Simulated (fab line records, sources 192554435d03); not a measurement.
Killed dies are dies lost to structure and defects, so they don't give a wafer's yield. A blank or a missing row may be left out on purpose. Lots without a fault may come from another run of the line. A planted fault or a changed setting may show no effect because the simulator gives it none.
fab line records | flow n5_finfet
record lots=12 wafers=34 last_day=17
route steps=1938 shown BEOL_M6@1240 PASSIVATION@1936
lots that met no fault: from a run of the same line without faults
start_h: hours from the record's first day to the start of the lot's first wafer shown | wait_h: hours since the lot's step before | " the same as in the row above | L1.1+2: a row that stands for several wafers | - no value, or no start given | * or withheld: withheld | < > ~ a bound
route shown NAME@n: a module of which the file shows steps, and the number in the route of the first | usual: mean/standard deviation of fault-free wafers | same: alike in all rows | chamber/n: place in a boat | sites: the reading at each site | _std_site: their standard deviation | _edge_site: outer sites' mean less inner sites' | radius_mm: how far each site lies from the wafer's centre | mask NAME#n: copy n | behind: the tool/chamber that last shaped the wafer | hold: why the lot was held/for how many hours/how that ended | device: the transistor (n, p or np) that didn't switch | end of line: the same wafers' tests at the end of the route | a step without rows: its recipe alone | killed: dies lost to structure and defects at the first sort, not the wafer's yield | map: a wafer's dies, x killed, . not, _ none there
set.NAME: the setting as run; set.NAME@STEP: as run at that earlier step | model.NAME: the simulator's own value behind a step, which no gauge read
steps of the route over a sample of lots; a table a step, a row a wafer
services: from which hour (start_h, from the record's first day; less than 0 if before it) a tool's chamber was out of use, for how many hours, and why
## steps
# step N5_BEOL_M6_ETCH_41
# recipe chemistry=CH3F/O2 target=SiCN target_depth_a=297 taper_deg=2 time_s=52 ion_energy_ev=120 mask_material=TiN pressure_mtorr=30 source_w=395 bias_w=75 Ar_flow_sccm=150 CH3F_flow_sccm=30 O2_flow_sccm=20
# usual drypump_motor_current_A=5.5/0.37 oes_product_au=0.79/0.081 rf_fwd_power_W=391.3/1.6 rf_vpp_V=297.2/1.7 showerhead_plenum_p_Torr=1.99/0.083 throttle_valve_pct=16.31/0.25
# columns lot.wafer tool chamber start_h wait_h drypump_motor_current_A oes_product_au rf_fwd_power_W rf_hours_counter_h rf_vpp_V showerhead_plenum_p_Torr throttle_valve_pct
L794.1 rie_diel-05 1 - - 5.6 0.79 390.2 76 294.2 1.95 16.12
L794.2 " 3 " " 5.0 0.70 392.4 225 299.0 2.04 16.39
L794.5 " 0 " " 4.9 0.70 388.5 - 296.2 1.89 16.40
L793.2 rie_diel-01 3 - - 5.9 0.70 387.8 210 298.5 2.06 16.47
L793.4 " 0 " " 6.0 0.89 390.8 42 296.2 1.95 16.03
L793.5 " 1 " " 5.2 0.74 389.6 - 297.5 1.99 16.42
L796.2 rie_diel-05 3 - - 5.0 0.70 394.2 229 298.6 2.04 16.39
L796.3 " 1 " " 5.6 0.77 391.3 82 297.2 1.95 16.13
L796.4 " 0 " " 4.8 0.70 388.5 205 295.1 1.88 16.42
L798.2 rie_diel-05 0 - - 4.9 0.70 390.3 207 295.6 1.88 16.43
L798.3 " 3 " " 5.0 0.70 391.3 230 297.5 2.04 16.40
L798.6 " 0 " " 4.9 0.70 390.8 - 293.9 1.88 16.42
L799.3 rie_diel-05 2 - - 5.7 0.77 391.0 159 294.5 1.84 16.73
L799.4 " 0 " " 4.9 0.68 389.8 211 294.5 1.88 16.42
L799.6 " 2 " " 5.7 0.76 391.8 - 294.6 1.84 16.73
L803.2 rie_diel-04 1 - - 5.6 0.95 392.8 13 299.7 2.14 16.15
L803.3 " 0 " " 6.0 0.86 390.4 34 298.7 2.06 16.16
L803.4 " 3 " " 5.1 0.90 391.1 22 298.3 2.04 15.76
L804.1 rie_diel-01 1 - - 5.2 0.71 394.2 180 297.4 1.98 16.47
L804.5 " 2 " " 5.4 0.81 390.9 - 297.3 2.02 16.28
L805.1 rie_diel-04 3 - - 5.1 0.88 392.9 33 299.2 2.04 15.80
L805.2 " 2 " " 5.6 0.90 393.4 13 298.0 2.06 16.44
L805.6 " 3 " " 5.0 0.87 392.1 - 298.5 2.04 15.79
L806.1 rie_diel-04 1 - - 5.6 0.92 390.8 26 299.9 2.14 16.19
L806.2 " 2 " " 5.7 0.89 392.9 18 299.4 2.06 16.43
L806.4 " 3 " " 5.0 0.87 391.8 38 296.9 2.04 15.79
L812.2 rie_diel-05 1 - - 5.6 0.73 390.0 122 296.0 1.93 16.19
L812.3 " 0 " " 4.9 0.67 389.4 241 294.7 1.87 16.50
L816.3 rie_diel-01 0 - - 6.0 0.84 395.0 86 295.8 1.93 16.09
L816.5 " 1 " " 5.2 0.70 391.5 - 296.8 1.98 16.53
L816.6 " 2 " " 5.4 0.79 392.2 - 298.5 2.02 16.31
L815.2 rie_diel-01 0 - - 6.0 0.84 392.7 87 295.9 1.93 16.11
L815.4 " 3 " " 5.9 0.68 387.8 247 297.6 2.05 16.54
L815.6 " 2 " " 5.4 0.80 392.5 - 297.2 2.02 16.32
# step N5_BEOL_M6_CD_MEAS_35
# recipe target_cd_nm=40 target_cd_y_nm=28 polarity=opening
# usual cd_nm=39.5/0.8
# columns lot.wafer tool chamber start_h wait_h cd_nm
L794.1 cd_sem-02 - 190.95 0.0 40.0
L794.2 " - " " 40.6
L794.5 " - " " 39.0
L793.2 cd_sem-02 - 191.05 0.0 38.4
L793.4 " - " " 39.4
L793.5 " - " " 39.3
L796.2 cd_sem-01 - 211.49 0.0 39.5
L796.3 " - " " 40.0
L796.4 " - " " 40.5
L798.2 cd_sem-01 - 213.93 0.0 38.8
L798.3 " - " " 38.8
L798.6 " - " " 38.9
L799.3 cd_sem-03 - 225.63 0.0 39.1
L799.4 " - " " 40.1
L799.6 " - " " 38.9
L803.2 cd_sem-03 - 239.95 0.0 41.6
L803.3 " - " " 40.6
L803.4 " - " " 38.9
L804.1 cd_sem-03 - 254.91 0.0 40.1
L804.5 " - " " 39.7
L805.1 cd_sem-01 - 264.18 0.0 39.3
L805.2 " - " " 39.3
L805.6 " - " " 38.5
L806.1 cd_sem-03 - 274.59 0.0 40.9
L806.2 " - " " 40.6
L806.4 " - " " 40.2
L812.2 cd_sem-02 - 310.56 0.0 38.1
L812.3 " - " " 40.5
L816.3 cd_sem-01 - 328.11 0.0 38.8
L816.5 " - " " 39.0
L816.6 " - " " 38.3
L815.2 cd_sem-01 - 331.26 0.0 39.5
L815.4 " - " " 39.9
L815.6 " - " " 39.3
# step N5_BEOL_M6_CVD_78
# recipe material=Co target_thk_a=20 temp_c=withheld precursor=CCTBA/H2 pressure_torr=30 time_s=142.3
# usual run_length_s=165.0/0.46
# columns lot.wafer tool chamber start_h wait_h run_length_s
L794.1 cvd_co-01 0 192.06 0.0 165.5
L794.2 " 1 " " 164.6
L794.5 " 0 " " 165.2
L793.2 cvd_co-02 0 192.34 0.0 165.0
L793.4 " 2 " " 166.1
L793.5 " 1 " " 165.2
L796.2 cvd_co-01 1 213.49 0.0 164.5
L796.3 " 0 " " 165.5
L796.4 " 1 " " 164.1
L798.2 cvd_co-02 1 216.44 0.3 164.5
L798.3 " 1 " " 164.5
L798.6 " 1 " " 164.6
L799.3 cvd_co-01 1 226.72 0.1 164.8
L799.4 " 0 " " 164.9
L799.6 " 1 " " 164.7
L803.2 cvd_co-01 0 240.84 0.0 165.1
L803.3 " 0 " " 165.0
L803.4 " 1 " " 164.4
L804.1 cvd_co-01 0 256.14 0.1 165.3
L804.5 " 0 " " 165.2
L805.1 cvd_co-02 2 265.31 0.1 165.5
L805.2 " 1 " " 164.3
L805.6 " 0 " " 165.0
L806.1 cvd_co-01 1 275.68 0.1 164.6
L806.2 " 0 " " 168.4
L806.4 " 0 " " 165.2
L812.2 cvd_co-01 0 311.63 0.0 167.7
L812.3 " 0 " " 165.5
L816.3 cvd_co-02 0 329.35 0.0 165.5
L816.5 " 2 " " 165.9
L816.6 " 0 " " 165.2
L815.2 cvd_co-02 2 332.26 0.0 165.8
L815.4 " 0 " " 165.0
L815.6 " 1 " " 164.5
# step N5_BEOL_M6_THK_MEAS_53
# recipe thk_meas_gauge=xrf reads=Cu_of_BEOL_M6_ECD_50
# usual M6_THK=77.9/2.6
# columns lot.wafer tool chamber start_h wait_h M6_THK[nm]
L794.1 film_metro-02 - 193.52 - 73.8
L794.2 " - " " 79.5
L794.5 " - " " 80.3
L793.2 film_metro-01 - 194.07 - 77.8
L793.4 " - " " 81.8
L793.5 " - " " 78.1
L796.2 film_metro-01 - 214.93 - 79.6
L796.3 " - " " 75.5
L796.4 " - " " 81.1
L798.2 film_metro-01 - 217.70 - 74.6
L798.3 " - " " 79.3
L798.6 " - " " 78.0
L799.3 film_metro-01 - 227.79 - 79.0
L799.4 " - " " 77.1
L799.6 " - " " 77.6
L803.2 film_metro-01 - 241.80 - 77.4
L803.3 " - " " 74.5
L803.4 " - " " 79.5
L804.1 film_metro-02 - 257.34 - 75.8
L804.5 " - " " 78.4
L805.1 film_metro-01 - 267.22 - 79.1
L805.2 " - " " 79.3
L805.6 " - " " 84.3
L806.1 film_metro-01 - 277.28 - 77.5
L806.2 " - " " 77.6
L806.4 " - " " 78.8
L812.2 film_metro-02 - 313.43 - 71.6
L812.3 " - " " 79.2
L816.3 film_metro-01 - 331.86 - 78.0
L816.5 " - " " 78.7
L816.6 " - " " 84.4
L815.2 film_metro-02 - 333.33 - 76.7
L815.4 " - " " 79.1
L815.6 " - " " 83.0
# step N5_PASSIVATION_PROBE_49
# usual defect_limited_yield=91.1/1.6 killed_at_M0_to_M3=35/11 killed_at_M4_up=13/5.4 killed_at_contacts=13/6.5 killed_at_front_end=40/14 killed_at_other=4/3.1 killed_dies=105/18 killed_open=69/14 killed_short=34/7.3 sort_bin_5_function=5.2/0.96 sort_bin_6_memory=3.4/0.77 sort_bin_8_speed=0.02/0.13 sort_n_pass=1075/19
# same gross_dies=1180 killed_at_back_side=0 sort_bin_4_leakage[%]=0
# columns lot.wafer tool chamber start_h wait_h defect_limited_yield[%] killed_at_M0_to_M3 killed_at_M4_up killed_at_contacts killed_at_front_end killed_at_other killed_dies killed_open killed_short sort_bin_5_function[%] sort_bin_6_memory[%] sort_bin_8_speed[%] sort_n_pass
L793.2 prober-01 - 289.68 0.1 90.3 58 13 9 32 3 115 66 45 5.3 4.0 0 1065
L793.4 prober-01 - 289.78 0.2 91.7 35 16 7 32 8 98 60 37 5.3 2.9 0 1082
L793.5 prober-01 - 289.83 0.2 92.1 20 11 11 46 5 93 57 29 4.7 2.6 0 1087
L796.2 prober-02 - 290.47 0.1 90.6 40 12 5 50 4 111 61 44 5.3 3.8 0 1069
L796.3 prober-02 - 290.52 0.1 93.8 22 9 2 32 8 73 47 26 3.3 2.5 0 1107
L796.4 prober-02 - 290.57 0.2 90.1 52 21 3 40 1 117 77 34 5.5 4.2 1.44 1046
L798.2 prober-02 - 308.50 0.1 90.8 30 13 24 38 3 108 73 34 4.2 4.4 0 1072
L798.3 prober-02 - 308.55 0.1 91.4 35 18 13 33 2 101 68 32 5.2 3.2 0 1079
L798.6 prober-02 - 308.70 0.3 92.5 34 11 8 32 3 88 57 31 4.8 2.4 0 1092
L804.1 prober-01 - 349.13 0.0 87.5 25 13 17 91 2 148 100 44 7.0 4.8 0 1032
L805.1 prober-02 - 357.20 0.0 88.8 35 28 12 50 7 132 85 46 6.3 4.7 0 1048
L815.2 prober-01 - 413.74 0.1 89.6 47 11 11 48 6 123 89 30 6.7 3.7 0 1057
L815.4 prober-01 - 413.84 0.2 90.4 35 12 8 53 5 113 71 39 5.6 3.4 0 1067
L815.6 prober-01 - 413.94 0.3 90.1 36 14 18 46 3 117 72 42 5.8 3.5 0 1063
# killed by level:class
L793.2 BEOL_M0_SAQP:geometric_particle:open=21 BEOL_M0_SAQP:geometric_particle:short=21 STI_FIN_REVEAL:geometric_particle:open=12 MOL_CONTACT_COAG:geometric_particle:open=6 BEOL_M5:geometric_particle:open=6 GATE_CUT:geometric_particle:short=4 BEOL_M2:geometric_particle:open=4 FIN_SAQP:geometric_particle:short=3
L793.4 BEOL_M0_SAQP:geometric_particle:short=9 MOL_CONTACT_COAG:geometric_particle:open=7 BEOL_M0_SAQP:geometric_particle:open=6 FIN_SAQP:geometric_particle:open=5 FIN_SAQP:geometric_particle:short=5 DUMMY_GATE:geometric_particle:open=5 BEOL_M1:geometric_particle:open=5 BEOL_M3:geometric_particle:open=5
L793.5 STI_FIN_REVEAL:geometric_particle:open=8 MOL_CONTACT_COAG:geometric_particle:open=8 FIN_SAQP:geometric_particle:open=7 BEOL_M4:geometric_particle:open=7 BEOL_M0_SAQP:geometric_particle:open=6 GATE_CUT:geometric_particle:short=5 ILD0:geometric_particle:short=4 BEOL_M3:geometric_particle:open=4
L796.2 FIN_SAQP:geometric_particle:short=12 BEOL_M0_SAQP:geometric_particle:short=10 GATE_CUT:geometric_particle:short=9 DUMMY_GATE:geometric_particle:open=8 FIN_SAQP:geometric_particle:open=7 BEOL_M1:geometric_particle:open=7 BEOL_M3:geometric_particle:open=7 BEOL_M4:geometric_particle:open=6
L796.3 FIN_SAQP:geometric_particle:short=8 BEOL_M4:geometric_particle:open=8 BEOL_M3:geometric_particle:open=6 BEOL_M2:geometric_particle:open=5 FIN_SAQP:geometric_particle:open=4 BEOL_M3:geometric_particle:short=4 STARTING-WAFER:geometric_particle:short=4 DUMMY_GATE:geometric_particle:open=3
L796.4 BEOL_M0_SAQP:geometric_particle:open=15 BEOL_M4:geometric_particle:open=13 BEOL_M1:geometric_particle:open=11 BEOL_M0_SAQP:geometric_particle:short=11 DUMMY_GATE:geometric_particle:open=9 STI_FIN_REVEAL:geometric_particle:open=8 FIN_SAQP:geometric_particle:short=5 BEOL_M2:geometric_particle:open=5
L798.2 MOL_CONTACT_COAG:geometric_particle:open=20 FIN_SAQP:geometric_particle:open=14 FIN_SAQP:geometric_particle:short=11 BEOL_M1:geometric_particle:open=11 BEOL_M1:geometric_particle:short=7 BEOL_M4:geometric_particle:open=6 BEOL_M3:geometric_particle:open=5 MOL_CONTACT_COAG:geometric_particle:short=4
L798.3 BEOL_M1:geometric_particle:open=14 BEOL_M4:geometric_particle:open=11 MOL_CONTACT_COAG:geometric_particle:open=10 STI_FIN_REVEAL:geometric_particle:open=8 FIN_SAQP:geometric_particle:open=7 BEOL_M2:geometric_particle:open=6 BEOL_M1:geometric_particle:short=6 FIN_SAQP:geometric_particle:short=5
L798.6 BEOL_M1:geometric_particle:open=11 FIN_SAQP:geometric_particle:open=8 DUMMY_GATE:geometric_particle:open=6 MOL_CONTACT_COAG:geometric_particle:open=6 BEOL_M0_SAQP:geometric_particle:open=5 BEOL_M1:geometric_particle:short=5 STARTING-WAFER:geometric_particle:open=5 BEOL_M0:geometric_particle:open=4
L804.1 FIN_SAQP:geometric_particle:open=28 STI_FIN_REVEAL:geometric_particle:open=19 FIN_SAQP:geometric_particle:short=11 DUMMY_GATE:geometric_particle:open=11 MOL_CONTACT_COAG:geometric_particle:open=11 BEOL_M0_SAQP:geometric_particle:open=7 MOL_CONTACT_COAG:geometric_particle:short=6 BEOL_M0_SAQP:geometric_particle:short=6
L805.1 BEOL_M4:geometric_particle:open=19 FIN_SAQP:geometric_particle:short=12 FIN_SAQP:geometric_particle:open=11 MOL_CONTACT_COAG:geometric_particle:open=10 BEOL_M0_SAQP:geometric_particle:short=8 BEOL_M0_SAQP:geometric_particle:open=7 BEOL_M2:geometric_particle:open=7 STI_FIN_REVEAL:geometric_particle:open=6
L815.2 STI_FIN_REVEAL:geometric_particle:open=19 BEOL_M2:geometric_particle:open=19 MOL_CONTACT_COAG:geometric_particle:open=9 DUMMY_GATE:geometric_particle:open=8 BEOL_M0_SAQP:geometric_particle:open=7 BEOL_M3:geometric_particle:open=6 FIN_SAQP:geometric_particle:short=5 BEOL_M0_SAQP:geometric_particle:short=5
L815.4 STI_FIN_REVEAL:geometric_particle:open=13 FIN_SAQP:geometric_particle:short=11 BEOL_M0_SAQP:geometric_particle:open=9 DUMMY_GATE:geometric_particle:open=8 FIN_SAQP:geometric_particle:open=7 MOL_CONTACT_COAG:geometric_particle:open=7 BEOL_M0_SAQP:geometric_particle:short=6 BEOL_M3:geometric_particle:short=5
L815.6 STI_FIN_REVEAL:geometric_particle:open=15 MOL_CONTACT_COAG:geometric_particle:open=14 BEOL_M0_SAQP:geometric_particle:short=8 BEOL_M0_SAQP:geometric_particle:open=6 BEOL_M3:geometric_particle:short=6 DUMMY_GATE:geometric_particle:open=5 FIN_SAQP:geometric_particle:short=4 GATE_CUT:geometric_particle:open=4
## services
# columns tool chamber start_h hours kind
cvd_co-02 0 170.03 4.6 repair
cvd_co-01 - 176.37 1.5 repair
cvd_co-01 - 187.30 0.4 repair
rie_diel-01 3 195.47 16.5 repair
rie_diel-04 1 196.86 - clean
rie_diel-04 1 196.86 - consumable_replace:focus_ring
rie_diel-04 1 196.86 - consumable_replace:showerhead
rie_diel-04 1 196.86 14.6 scheduled_down
rie_diel-04 1 196.86 14.6 vent_cycle
rie_diel-04 0 199.60 4.3 repair
cvd_co-02 - 201.09 1.2 repair
cvd_co-02 2 210.82 15.3 repair
rie_diel-04 2 211.62 - clean
rie_diel-04 2 211.62 - consumable_replace:focus_ring
rie_diel-05 0 245.48 11.8 repair
rie_diel-01 - 259.93 15.6 pm
rie_diel-05 3 266.21 - clean
rie_diel-05 3 266.21 - consumable_replace:focus_ring
rie_diel-05 3 266.21 19.3 scheduled_down
rie_diel-05 3 266.21 19.3 vent_cycle
rie_diel-01 1 286.84 1.3 repair
rie_diel-05 3 295.88 15.1 repair
rie_diel-01 0 311.92 8.4 repair
rie_diel-05 0 314.81 2.2 repair
## key
first_sign step=N5_BEOL_M6_CVD_78 reading=run_length_s direction=up sigmas=6.8 usual=* struck=*
effect none on later readings
met_at N5_BEOL_M6_CVD_78
struck_lots L806,L812
struck_wafers L806.2,L812.2
not_acting_at N5_BEOL_M6_ETCH_41,N5_BEOL_M6_CD_MEAS_35,N5_BEOL_M6_THK_MEAS_53
onset_between 256.14 275.68
fault kind=process_parameter_drift tool=cvd_co-01 chamber=- onset_h=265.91 steps=N5_BEOL_M6_CVD_78 channel=time_s offset=* shape=step end_h=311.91 scope=struck_wafers_only acts_in=* stated=*
